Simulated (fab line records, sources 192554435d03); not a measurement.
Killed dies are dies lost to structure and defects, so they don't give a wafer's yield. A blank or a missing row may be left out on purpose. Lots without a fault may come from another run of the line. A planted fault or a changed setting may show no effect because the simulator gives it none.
fab line records | flow n5_finfet
record lots=7 wafers=39
route steps=1938 shown FIN_SAQP@131 DUMMY_GATE@228 SD_EPI_N@281 SD_EPI_P@314 GATE_CUT@492 MOL_CONTACT_COAG@532 BEOL_M4@1111
start_h: hours from the record's first day to the start of the lot's first wafer shown | wait_h: hours since the lot's step before | " the same as in the row above | L1.1+2: a row that stands for several wafers | - no value, or no start given | * or withheld: withheld | < > ~ a bound
route shown NAME@n: a module of which the file shows steps, and the number in the route of the first | usual: mean/standard deviation of fault-free wafers | same: alike in all rows | chamber/n: place in a boat | sites: the reading at each site | _std_site: their standard deviation | _edge_site: outer sites' mean less inner sites' | radius_mm: how far each site lies from the wafer's centre | mask NAME#n: copy n | behind: the tool/chamber that last shaped the wafer | hold: why the lot was held/for how many hours/how that ended | device: the transistor (n, p or np) that didn't switch | end of line: the same wafers' tests at the end of the route | a step without rows: its recipe alone | killed: dies lost to structure and defects at the first sort, not the wafer's yield | map: a wafer's dies, x killed, . not, _ none there
set.NAME: the setting as run; set.NAME@STEP: as run at that earlier step | model.NAME: the simulator's own value behind a step, which no gauge read
lots whose settings were changed on purpose; a table a step, a row a wafer
## steps
# step N5_FIN_SAQP_MANDREL_ETCH_58
# recipe chemistry=HBr/Cl2 target=a-Si target_depth_a=450 bt_time_s=10 stop_on=SiNx mask_material=SiO2 over_etch_frac=0.8 time_s=27 pressure_mtorr=10 icp_w=800 bias_w=75 HBr_flow_sccm=150 Cl2_flow_sccm=80 ends=end_point
# step N5_DUMMY_GATE_EXPOSE_12
# recipe mask_id=GATE na=0.33 source_shape=annular sigma_inner=0.2 sigma_outer=0.6 polarization=unpolarized target_cd_nm=25 dose_mj=34
# step N5_DUMMY_GATE_ETCH_37
# recipe chemistry=N2/H2 target=SOC target_depth_a=600 overetch_a=300 temp_c=40 ion_energy_ev=200 pressure_mtorr=30 source_w=840 bias_w=150 n2_flow_sccm=200 h2_flow_sccm=200
# step N5_SD_EPI_N_SD_RECESS_17
# recipe chemistry=HBr/Cl2/O2 target_depth_a=410 mask_material=SOC time_s=23.7 bt_time_s=3 pressure_mtorr=10 icp_w=800 bias_w=112 HBr_flow_sccm=150 Cl2_flow_sccm=80 O2_flow_sccm=12
# step N5_SD_EPI_P_SD_RECESS_17
# recipe chemistry=HBr/Cl2/O2 target_depth_a=391 bt_time_s=3 pressure_mtorr=10 icp_w=800 bias_w=112 HBr_flow_sccm=150 Cl2_flow_sccm=80 O2_flow_sccm=12
# step N5_GATE_CUT_ETCH_36
# recipe chemistry=CF4 target=SiARC target_depth_a=130 mask_material=CAR-EUV time_s=21.7 ion_energy_ev=80 pressure_mtorr=40 source_w=545 bias_w=36 Ar_flow_sccm=100 cf4_flow_sccm=100 ends=cleared
# step N5_MOL_CONTACT_COAG_ETCH_106
# recipe chemistry=N2/H2 target=SOC target_depth_a=800 overetch_a=160 mask_material=SiARC temp_c=40 time_s=120 ion_energy_ev=200 pressure_mtorr=30 source_w=840 bias_w=150 n2_flow_sccm=200 h2_flow_sccm=200
# step N5_MOL_CONTACT_COAG_VIA_ETCH_117
# recipe chemistry=C4F6/O2 target_depth_a=400 overetch_a=80 mask_material=SOC target=SiO2 bias_w=455 pressure_mtorr=10 time_s=26 source_w=325 Ar_flow_sccm=300 C4F6_flow_sccm=10 O2_flow_sccm=10 ion_energy_ev=575.3 ends=end_point
# step N5_BEOL_M4_RC_MEAS_101
# usual CJ_N=4.36/0.092 REXT_N=75.1/1.4
# columns lot.wafer tool chamber start_h wait_h set.bias_w@FIN_SAQP_MANDREL_ETCH_58 set.dose_mj@DUMMY_GATE_EXPOSE_12 set.source_w@DUMMY_GATE_ETCH_37 set.time_s@SD_EPI_N_SD_RECESS_17 set.target_depth_a@SD_EPI_P_SD_RECESS_17 set.cf4_flow_sccm@GATE_CUT_ETCH_36 set.target_depth_a@MOL_CONTACT_COAG_ETCH_106 set.bias_w@MOL_CONTACT_COAG_VIA_ETCH_117 CJ_N REXT_N[ohm.um]
L084.1 prober-01 0 210.89 0.0 75 34 840 23.7 391 100 800 402.7 4.35 75.2
L084.2 " 0 " " 75 34 681.2 21.67 391 100 800 455 3.88 78.7
L084.3 " 0 " " 75 35.67 681.2 21.67 391 100 800 402.7 3.97 78.6
L084.4 " 0 " " 75 34 681.2 23.7 378.3 100 800 455 4.29 76.2
L084.5 " 0 " " 75 35.67 840 21.67 378.3 100 800 402.7 3.87 78.4
L084.6 " 0 " " 75 35.67 840 23.7 378.3 100 800 455 4.27 75.8
L085.2 prober-01 0 222.41 0.2 75 34 840 23.7 391 100 800 455 4.35 73.5
L085.4 " 0 " " 75 34 840 23.7 391 100 800 455 4.45 72.5
L085.5 " 0 " " 75 34 840 23.7 391 100 800 455 4.49 71.6
L090.1 prober-02 0 245.44 0.0 75 34 915.3 22.12 391 92.81 800 522.4 4.07 79.0
L090.2 " 0 " " 75 33.22 915.3 23.7 372 100 800 455 4.41 76.1
L090.3 " 0 " " 66.71 33.22 915.3 22.12 391 100 731.7 522.4 3.93 79.2
L090.4 " 0 " " 66.71 34 840 22.12 372 100 731.7 455 4.14 77.8
L090.5 " 0 " " 75 34 840 23.7 391 92.81 800 455 4.38 74.9
L090.6 " 0 " " 66.71 33.22 840 23.7 372 92.81 731.7 522.4 4.38 74.8
L088.1 prober-01 0 245.71 0.0 75 34 840 21.48 391 93.5 800 455 3.81 77.6
L088.2 " 0 " " 78.66 34 882.4 21.48 391 100 752.3 455 3.93 77.7
L088.3 " 0 " " 75 34 882.4 23.7 391 93.5 800 455 4.32 74.3
L088.4 " 0 " " 78.66 34 840 21.48 391 100 800 455 3.87 79.0
L088.5 " 0 " " 78.66 34 882.4 23.7 391 93.5 752.3 455 4.21 75.8
L088.6 " 0 " " 75 34 840 23.7 391 100 752.3 455 4.31 74.2
L089.1 prober-02 0 256.65 0.0 87.49 35.54 840 22.96 414.7 110 800 485.9 4.31 75.8
L089.2 " 0 " " 75 35.54 773.5 23.7 414.7 100 800 455 4.34 75.4
L089.3 " 0 " " 75 34 773.5 22.96 391 110 696.9 455 4.06 77.9
L089.4 " 0 " " 87.49 34 773.5 23.7 414.7 100 696.9 455 4.38 75.6
L089.5 " 0 " " 75 34 840 22.96 391 100 696.9 485.9 4.23 77.6
L089.6 " 0 " " 87.49 35.54 840 23.7 391 110 800 485.9 4.40 75.8
L092.1 prober-01 0 261.67 0.0 75 34 763 23.7 402.9 100 800 503.7 4.13 76.3
L092.2 " 0 " " 82.5 34 840 23.7 391 100 836.1 455 4.32 73.5
L092.3 " 0 " " 82.5 34 840 23.7 391 100 800 503.7 4.35 74.0
L092.4 " 0 " " 82.5 34 763 23.7 402.9 121.9 800 455 4.39 74.0
L092.5 " 0 " " 75 34 840 23.7 402.9 121.9 836.1 503.7 4.12 75.5
L092.6 " 0 " " 75 34 763 23.7 391 121.9 836.1 455 4.29 73.8
L096.1 prober-01 0 295.50 0.0 89.05 35.89 840 25.01 413.5 100 800 455 4.68 76.6
L096.2 " 0 " " 75 35.89 840 23.7 391 100 800 419.6 4.45 76.5
L096.3 " 0 " " 89.05 34 906.6 25.01 391 100 826.2 419.6 4.61 76.4
L096.4 " 0 " " 89.05 34 840 23.7 413.5 85.58 826.2 455 4.38 77.8
L096.5 " 0 " " 75 34 906.6 25.01 391 85.58 800 455 4.75 76.6
L096.6 " 0 " " 75 35.89 906.6 23.7 413.5 85.58 826.2 419.6 4.51 76.7
## key
split step=N5_FIN_SAQP_MANDREL_ETCH_58 setting=bias_w stated_as=75
response none clear
split step=N5_DUMMY_GATE_EXPOSE_12 setting=dose_mj stated_as=34
response none clear
split step=N5_DUMMY_GATE_ETCH_37 setting=source_w stated_as=840
response none clear
split step=N5_SD_EPI_N_SD_RECESS_17 setting=time_s stated_as=23.7
response step=N5_BEOL_M4_RC_MEAS_101 reading=CJ_N slope=+0.0461 per=1% together_with=all explained=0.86
response step=N5_BEOL_M4_RC_MEAS_101 reading=REXT_N slope=-0.359 per=1% together_with=all explained=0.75
split step=N5_SD_EPI_P_SD_RECESS_17 setting=target_depth_a stated_as=391
response none clear
split step=N5_GATE_CUT_ETCH_36 setting=cf4_flow_sccm stated_as=100
response none clear
split step=N5_MOL_CONTACT_COAG_ETCH_106 setting=target_depth_a stated_as=800
response none clear
split step=N5_MOL_CONTACT_COAG_VIA_ETCH_117 setting=bias_w stated_as=455
response none clear
